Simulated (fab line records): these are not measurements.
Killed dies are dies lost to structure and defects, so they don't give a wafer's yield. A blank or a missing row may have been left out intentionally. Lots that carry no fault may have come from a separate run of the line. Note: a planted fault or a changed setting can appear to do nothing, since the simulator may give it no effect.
Which tool did it?	flow n5_finfet	Sampling: 22 lots, 66 wafers, 6 of 1938 route steps

== WHAT EACH GAUGE READ, for each wafer ==
The record holds no reading of a measuring or inspecting step that can be judged against a usual standard deviation.

== EACH LOT AND THE TOOL THAT RAN IT (in order: tool; ch and the chambers of the sampled wafers; start) ==
lot	N5_BEOL_M3_ETCH_77	N5_BEOL_M3_TRENCH_ETCH_37	N5_BEOL_M3_ALD_84	N5_BEOL_M3_SPUTTER_79	N5_BEOL_M3_ANNEAL_87	N5_BEOL_M3_SPUTTER_88
L074	rie_diel-05 ch 1,2, day 7 00:20	rie_diel-05 ch 1,2, day 7 02:35 or earlier	ald_metal-02 ch 0,1,2, day 7 02:35	pvd_sputter-01, day 7 03:20	pvd_sputter-01, day 7 03:51	pvd_sputter-01, day 7 03:59
L075	rie_diel-01 ch 0,2, day 7 04:03	rie_diel-01 ch 0,1, day 7 07:25 or earlier	ald_metal-03 ch 0,1,2, day 7 07:25	pvd_sputter-02, day 7 08:16	pvd_sputter-02, day 7 08:47	pvd_sputter-02, day 7 08:56
L076	rie_diel-05 ch 1,2,3, day 7 21:52	rie_diel-05 ch 1,2, day 8 06:43 or earlier	ald_metal-03 ch 0,3, day 8 06:43	pvd_sputter-02, day 8 07:23	pvd_sputter-02, day 8 07:54	pvd_sputter-02, day 8 08:02
L079	rie_diel-01 ch 0,1,2, day 8 14:53	rie_diel-05 ch 0,3, day 8 17:49 or earlier	ald_metal-01 ch 0,1,2, day 8 17:49	pvd_sputter-01, day 8 18:32	pvd_sputter-01, day 8 19:03	pvd_sputter-01, day 8 19:11
L077	rie_diel-01 ch 2,3, day 8 15:10	rie_diel-01 ch 0,1,3, day 8 17:56 or earlier	ald_metal-02 ch 0,1,2, day 8 17:56	pvd_sputter-02, day 8 18:44	pvd_sputter-02, day 8 19:15	pvd_sputter-02, day 8 19:23
L080	rie_diel-05 ch 0,1,3, day 8 16:01	rie_diel-01 ch 0,2,3, day 8 18:14 or earlier	ald_metal-01 ch 1,2, day 8 18:14	pvd_sputter-01, day 8 20:22	pvd_sputter-01, day 8 20:53	pvd_sputter-01, day 8 21:02
L081	rie_diel-05 ch 0,2,3, day 8 23:35	rie_diel-06 ch 0,2,3, day 9 00:45 or earlier	ald_metal-01 ch 0,1,3, day 9 00:45	pvd_sputter-03, day 9 01:26	pvd_sputter-03, day 9 01:58	pvd_sputter-03, day 9 02:06
L082	rie_diel-06 ch 2,3, day 9 00:39	rie_diel-01 ch 0,3, day 9 01:34 or earlier	ald_metal-02 ch 0,1, day 9 01:34	pvd_sputter-02, day 9 04:04	pvd_sputter-02, day 9 04:35	pvd_sputter-02, day 9 04:44
L083	rie_diel-05 ch 1,2,3, day 9 02:43	rie_diel-06 ch 0,1, day 9 07:17 or earlier	ald_metal-03 ch 0,1, day 9 07:17	pvd_sputter-01, day 9 08:06	pvd_sputter-01, day 9 08:37	pvd_sputter-01, day 9 08:46
L084	rie_diel-05 ch 0,1,3, day 9 19:40	rie_diel-06 ch 1,3, day 10 06:03 or earlier	ald_metal-03 ch 0,2,3, day 10 06:03	pvd_sputter-02, day 10 08:42	pvd_sputter-02, day 10 09:13	pvd_sputter-02, day 10 09:22
L085	rie_diel-05 ch 0,1,3, day 9 22:18	rie_diel-06 ch 1,2, day 10 11:10 or earlier	ald_metal-01 ch 0,1, day 10 11:10	pvd_sputter-02, day 10 11:55	pvd_sputter-02, day 10 12:26	pvd_sputter-02, day 10 12:35
L086	rie_diel-05 ch 0,1,3, day 10 11:13	rie_diel-01 ch 0,2,3, day 10 14:10 or earlier	ald_metal-03 ch 1,3, day 10 14:10	pvd_sputter-01, day 10 17:53	pvd_sputter-01, day 10 18:28	pvd_sputter-01, day 10 18:38
L087	rie_diel-06 ch 1,3, day 10 20:55	rie_diel-01 ch 1,3, day 10 23:30 or earlier	ald_metal-03 ch 0,1, day 10 23:30	pvd_sputter-03, day 11 00:17	pvd_sputter-03, day 11 00:48	pvd_sputter-03, day 11 00:56
L088	rie_diel-05 ch 0,1,2, day 11 07:06	rie_diel-06 ch 1,2,3, day 11 09:08 or earlier	ald_metal-03 ch 0,1,3, day 11 09:08	pvd_sputter-01, day 11 10:07	pvd_sputter-01, day 11 10:38	pvd_sputter-01, day 11 10:47
L089	rie_diel-06 ch 0,1,3, day 11 09:25	rie_diel-05 ch 0,1,2, day 11 17:46 or earlier	ald_metal-01 ch 0,1,3, day 11 17:46	pvd_sputter-03, day 11 20:02	pvd_sputter-03, day 11 20:33	pvd_sputter-03, day 11 20:41
L090	rie_diel-05 ch 0,1,3, day 11 09:44	rie_diel-06 ch 0,2,3, day 11 22:55 or earlier	ald_metal-01 ch 0,2,3, day 11 22:55	pvd_sputter-03, day 11 23:37	pvd_sputter-03, day 12 00:08	pvd_sputter-03, day 12 00:17
L092	rie_diel-05 ch 1,2,3, day 11 15:29	rie_diel-05 ch 0,1,3, day 11 22:56 or earlier	ald_metal-02 ch 0,1,2, day 11 22:56	pvd_sputter-02, day 11 23:58	pvd_sputter-02, day 12 00:29	pvd_sputter-02, day 12 00:37
L091	rie_diel-01 ch 0,1, day 11 18:15	rie_diel-01 ch 0,2, day 11 21:34 or earlier	ald_metal-02 ch 1,2, day 11 21:34	pvd_sputter-01, day 11 22:20	pvd_sputter-01, day 11 22:52	pvd_sputter-01, day 11 23:00
L093	rie_diel-06 ch 0,3, day 11 19:12	rie_diel-01 ch 1,2,3, day 12 02:19 or earlier	ald_metal-03 ch 0,3, day 12 02:19	pvd_sputter-02, day 12 02:59	pvd_sputter-02, day 12 03:31	pvd_sputter-02, day 12 03:39
L095	rie_diel-01 ch 0,1,3, day 12 14:16	rie_diel-01 ch 1,2,3, day 12 16:17 or earlier	ald_metal-01 ch 0,1,3, day 12 16:17	pvd_sputter-03, day 12 17:06	pvd_sputter-03, day 12 17:37	pvd_sputter-03, day 12 17:46
L097	rie_diel-06 ch 0,1,2, day 12 20:40	rie_diel-06 ch 0,1, day 13 11:46 or earlier	ald_metal-02 ch 0,2,3, day 13 11:46	pvd_sputter-01, day 13 12:34	pvd_sputter-01, day 13 13:05	pvd_sputter-01, day 13 13:14
L096	rie_diel-05 ch 0,2,3, day 12 23:19	rie_diel-01 ch 0,3, day 13 13:32 or earlier	ald_metal-01 ch 0,1,3, day 13 13:32	pvd_sputter-01, day 13 14:27	pvd_sputter-01, day 13 14:58	pvd_sputter-01, day 13 15:07
- N5_BEOL_M3_ETCH_77: etches underlayer in N2/H2, target depth 6.5 nm, time 5.2 s.
- N5_BEOL_M3_TRENCH_ETCH_37: etches SiOC in C4F6/O2, target depth 55.555 nm, time 29.2 s.
- N5_BEOL_M3_ALD_84: deposits TaN, pulse time 2 s, purge time 3 s, co reactant purge time 2 s.
- N5_BEOL_M3_SPUTTER_79: material Cu, target thk 4.5 nm, time 8.29 s.
- N5_BEOL_M3_ANNEAL_87: time 240 s.
- N5_BEOL_M3_SPUTTER_88: material Cu, target thk 4.5 nm, time 8.29 s.

== AS READ BY THE TOOLS THEMSELVES (means over the sampled wafers that have a number; for cases with no such wafer, the mark the record gives instead) ==
N5_BEOL_M3_ETCH_77. Usual: bias_w 149.9 W (standard deviation 0.44); drypump_motor_current_A 5.9 A (standard deviation 0.36); etch_rf_on_time_s 5.24 s (standard deviation 0.11); oes_product_au 0.64 a.u. (standard deviation 0.062); rf_vpp_V 524.0 V (standard deviation 3); showerhead_plenum_p_Torr 2.55 Torr (standard deviation 0.1); throttle_valve_pct 17.86 % (standard deviation 0.24).
lot	tool	bias_w (W)	drypump_motor_current_A (A)	etch_rf_on_time_s (s)	oes_product_au (a.u.)	rf_vpp_V (V)	showerhead_plenum_p_Torr (Torr)	throttle_valve_pct (%)	flag
L074	rie_diel-05	150.3	5.8	5.23	0.59	524.1	2.55	17.86	
L075	rie_diel-01	149.6	6.1	5.19	0.67	523.0	2.52	17.75	
L076	rie_diel-05	149.7	5.8	5.31	0.59	525.2	2.56	17.87	
L079	rie_diel-01	149.9	6.1	5.14	0.66	525.6	2.59	17.66	
L077	rie_diel-01	150.3	6.2	5.31	0.62	523.5	2.50	17.76	
L080	rie_diel-05	149.6	5.8	5.30	0.62	523.2	2.50	17.90	
L081	rie_diel-05	149.8	5.7	5.26	0.62	523.9	2.56	18.06	
L082	rie_diel-06	150.2	6.4	5.37	0.62	523.3	2.53	17.82	
L083	rie_diel-05	150.2	5.8	5.29	0.59	524.2	2.55	17.88	
L084	rie_diel-05	150.0	5.8	5.28	0.61	523.6	2.50	17.91	
L085	rie_diel-05	149.6	5.8	5.18	0.62	523.2	2.50	17.89	
L086	rie_diel-05	150.1	5.8	5.28	0.60	522.8	2.49	17.92	
L087	rie_diel-06	149.7	6.0	5.22	0.69	522.7	2.59	17.91	
L088	rie_diel-05	150.0	5.7	5.16	0.68	522.0	2.48	17.77	
L089	rie_diel-06	149.9	5.7	5.20	0.73	527.1	2.62	17.91	
L090	rie_diel-05	150.3	5.8	5.21	0.61	521.9	2.49	17.94	
L092	rie_diel-05	150.2	5.8	5.21	0.66	523.1	2.54	17.77	
L091	rie_diel-01	149.8	6.0	5.00	0.67	528.0	2.65	17.57	
L093	rie_diel-06	150.1	5.8	5.28	0.70	527.5	2.61	17.98	
L095	rie_diel-01	149.9	5.9	5.16	0.64	526.5	2.64	17.76	
L097	rie_diel-06	150.2	5.7	5.28	0.68	525.1	2.59	17.84	
L096	rie_diel-05	150.0	5.6	5.23	0.67	523.9	2.55	17.96	

N5_BEOL_M3_TRENCH_ETCH_37. Usual: bias_w 185.0 W (standard deviation 0.53); drypump_motor_current_A 5.9 A (standard deviation 0.42); oes_ar_750_au 0.76 a.u. (standard deviation 0.066); oes_product_au 0.76 a.u. (standard deviation 0.071); rf_vpp_V 666 V (standard deviation 11); showerhead_plenum_p_Torr 2.88 Torr (standard deviation 0.11); throttle_valve_pct 20.85 % (standard deviation 0.22).
lot	tool	bias_w (W)	drypump_motor_current_A (A)	oes_ar_750_au (a.u.)	oes_product_au (a.u.)	rf_vpp_V (V)	showerhead_plenum_p_Torr (Torr)	throttle_valve_pct (%)	flag
L074	rie_diel-05	184.8	5.8	0.69	0.69	675	2.85	20.86	
L075	rie_diel-01	185.2	6.0	0.80	0.81	678	2.98	20.61	
L076	rie_diel-05	185.7	5.8	0.69	0.69	675	2.85	20.87	
L079	rie_diel-05	185.0	5.7	0.73	0.73	671	2.89	21.09	
L077	rie_diel-01	185.1	5.9	0.77	0.78	668	2.97	20.74	
L080	rie_diel-01	185.2	5.9	0.76	0.76	657	2.89	20.82	
L081	rie_diel-06	185.1	5.8	0.72	0.72	662	2.80	21.04	
L082	rie_diel-01	185.2	5.5	0.79	0.78	660	2.98	20.92	
L083	rie_diel-06	185.5	5.5	0.79	0.78	664	2.85	21.08	
L084	rie_diel-06	185.3	6.2	0.80	0.80	662	2.89	20.90	
L085	rie_diel-06	185.1	6.2	0.75	0.75	666	2.85	20.82	
L086	rie_diel-01	184.3	5.9	0.75	0.75	657	2.89	20.84	
L087	rie_diel-01	184.7	6.1	0.74	0.75	677	2.95	20.60	
L088	rie_diel-06	185.2	6.1	0.77	0.76	663	2.86	20.88	
L089	rie_diel-05	184.6	5.7	0.78	0.79	674	2.78	20.79	
L090	rie_diel-06	184.7	5.9	0.80	0.81	665	2.91	20.94	
L092	rie_diel-05	185.4	5.8	0.71	0.70	667	2.79	20.96	
L091	rie_diel-01	184.5	5.8	0.77	0.77	657	2.90	20.90	
L093	rie_diel-01	185.2	6.1	0.72	0.73	665	2.87	20.70	
L095	rie_diel-01	184.9	6.1	0.72	0.72	666	2.86	20.69	
L097	rie_diel-06	185.3	5.5	0.84	0.84	668	2.94	20.99	
L096	rie_diel-01	185.2	5.6	0.75	0.76	661	2.97	20.97	

N5_BEOL_M3_ALD_84. Usual: heater_power_w 400 W, standard deviation 36; precursor_vessel_temp_c 75.02 C, standard deviation 0.11; susceptor_temp_C 274.99 C, standard deviation 0.17.
lot	tool	heater_power_w (W)	precursor_vessel_temp_c (C)	susceptor_temp_C (C)	flag
L074	ald_metal-02	408	75.02	275.21	
L075	ald_metal-03	428	74.95	274.95	
L076	ald_metal-03	345	75.06	274.87	
L079	ald_metal-01	412	75.01	275.04	
L077	ald_metal-02	410	74.99	275.04	
L080	ald_metal-01	436	74.93	274.96	
L081	ald_metal-01	404	75.00	275.11	
L082	ald_metal-02	398	75.02	275.16	
L083	ald_metal-03	405	75.08	275.29	
L084	ald_metal-03	392	75.11	274.95	
L085	ald_metal-01	416	75.03	275.15	
L086	ald_metal-03	395	74.97	274.93	
L087	ald_metal-03	388	74.97	274.93	
L088	ald_metal-03	375	75.00	274.92	
L089	ald_metal-01	394	74.97	275.26	
L090	ald_metal-01	382	75.00	274.90	
L092	ald_metal-02	406	74.96	275.00	
L091	ald_metal-02	408	75.02	275.03	
L093	ald_metal-03	363	74.93	274.96	
L095	ald_metal-01	395	74.93	274.92	
L097	ald_metal-02	400	74.92	274.97	
L096	ald_metal-01	399	75.07	274.99	

N5_BEOL_M3_SPUTTER_79. Usual: susceptor_temp_C -20.01 C, standard deviation 0.1; throttle_valve_pct 30.0 %, standard deviation 1.2.
lot	tool	susceptor_temp_C (C)	throttle_valve_pct (%)	flag
L074	pvd_sputter-01	-20.11	30.4	
L075	pvd_sputter-02	-19.98	29.8	
L076	pvd_sputter-02	-20.09	31.6	
L079	pvd_sputter-01	-19.96	30.2	
L077	pvd_sputter-02	-19.96	30.0	
L080	pvd_sputter-01	-19.93	30.1	
L081	pvd_sputter-03	-20.08	29.5	
L082	pvd_sputter-02	-20.04	30.8	
L083	pvd_sputter-01	-19.96	30.1	
L084	pvd_sputter-02	-19.99	29.7	
L085	pvd_sputter-02	-19.94	30.7	
L086	pvd_sputter-01	-20.08	30.0	
L087	pvd_sputter-03	-20.04	29.1	
L088	pvd_sputter-01	-20.11	29.9	
L089	pvd_sputter-03	-19.97	28.9	
L090	pvd_sputter-03	-20.06	29.0	
L092	pvd_sputter-02	-20.03	30.5	
L091	pvd_sputter-01	-19.99	30.7	
L093	pvd_sputter-02	-19.99	29.9	
L095	pvd_sputter-03	-19.92	29.5	
L097	pvd_sputter-01	-19.97	30.6	
L096	pvd_sputter-01	-19.99	30.3	

N5_BEOL_M3_ANNEAL_87. Usual: heater_power_w 817 W, standard deviation 65; susceptor_temp_C 400.01 C, standard deviation 0.23.
lot	tool	heater_power_w (W)	susceptor_temp_C (C)	flag
L074	pvd_sputter-01	818	399.76	
L075	pvd_sputter-02	827	399.96	
L076	pvd_sputter-02	842	399.76	
L079	pvd_sputter-01	829	400.01	
L077	pvd_sputter-02	807	400.13	
L080	pvd_sputter-01	798	400.02	
L081	pvd_sputter-03	855	400.02	
L082	pvd_sputter-02	813	400.06	
L083	pvd_sputter-01	808	399.90	
L084	pvd_sputter-02	822	399.97	
L085	pvd_sputter-02	825	399.88	
L086	pvd_sputter-01	790	400.06	
L087	pvd_sputter-03	814	400.23	
L088	pvd_sputter-01	777	400.16	
L089	pvd_sputter-03	855	400.04	
L090	pvd_sputter-03	824	399.91	
L092	pvd_sputter-02	863	399.88	
L091	pvd_sputter-01	882	399.92	
L093	pvd_sputter-02	828	400.02	
L095	pvd_sputter-03	844	400.05	
L097	pvd_sputter-01	782	400.21	
L096	pvd_sputter-01	800	400.22	

N5_BEOL_M3_SPUTTER_88. Usual: susceptor_temp_C -20.00 C, standard deviation 0.1; throttle_valve_pct 30.0 %, standard deviation 1.2.
lot	tool	susceptor_temp_C (C)	throttle_valve_pct (%)	flag
L074	pvd_sputter-01	-19.99	30.2	
L075	pvd_sputter-02	-19.98	29.9	
L076	pvd_sputter-02	-20.02	31.5	
L079	pvd_sputter-01	-20.00	30.0	
L077	pvd_sputter-02	-19.98	29.9	
L080	pvd_sputter-01	-20.13	30.2	
L081	pvd_sputter-03	-20.00	29.8	
L082	pvd_sputter-02	-20.04	30.8	
L083	pvd_sputter-01	-20.08	30.0	
L084	pvd_sputter-02	-20.01	29.7	
L085	pvd_sputter-02	-19.97	30.5	
L086	pvd_sputter-01	-19.93	29.9	
L087	pvd_sputter-03	-19.92	29.2	
L088	pvd_sputter-01	-20.07	30.0	
L089	pvd_sputter-03	-19.95	28.7	
L090	pvd_sputter-03	-20.07	29.0	
L092	pvd_sputter-02	-20.07	30.5	
L091	pvd_sputter-01	-19.91	30.6	
L093	pvd_sputter-02	-20.00	29.8	
L095	pvd_sputter-03	-20.08	29.4	
L097	pvd_sputter-01	-20.10	30.6	
L096	pvd_sputter-01	-20.01	30.2	

== THE ANSWER, worked out from the rows above alone ==
Rule: a lot is off if the mean of its wafers that have a number lies more than 3 standard deviations from the usual mean. Also off: a lot with no number at a reading for which 4 or more lots have one. Any other lot the step has rows for is counted as sound. The gauges are gone through in route order, then the tools' own readings, and for those a lot's mean is taken as printed above. At the first step where some lot is off, the reading lying furthest off is the one used; lots without a number count as furthest.
Nothing can be told from this: no lot is off at any reading shown.

== WHAT THE SIMULATOR HAD INSERTED ==
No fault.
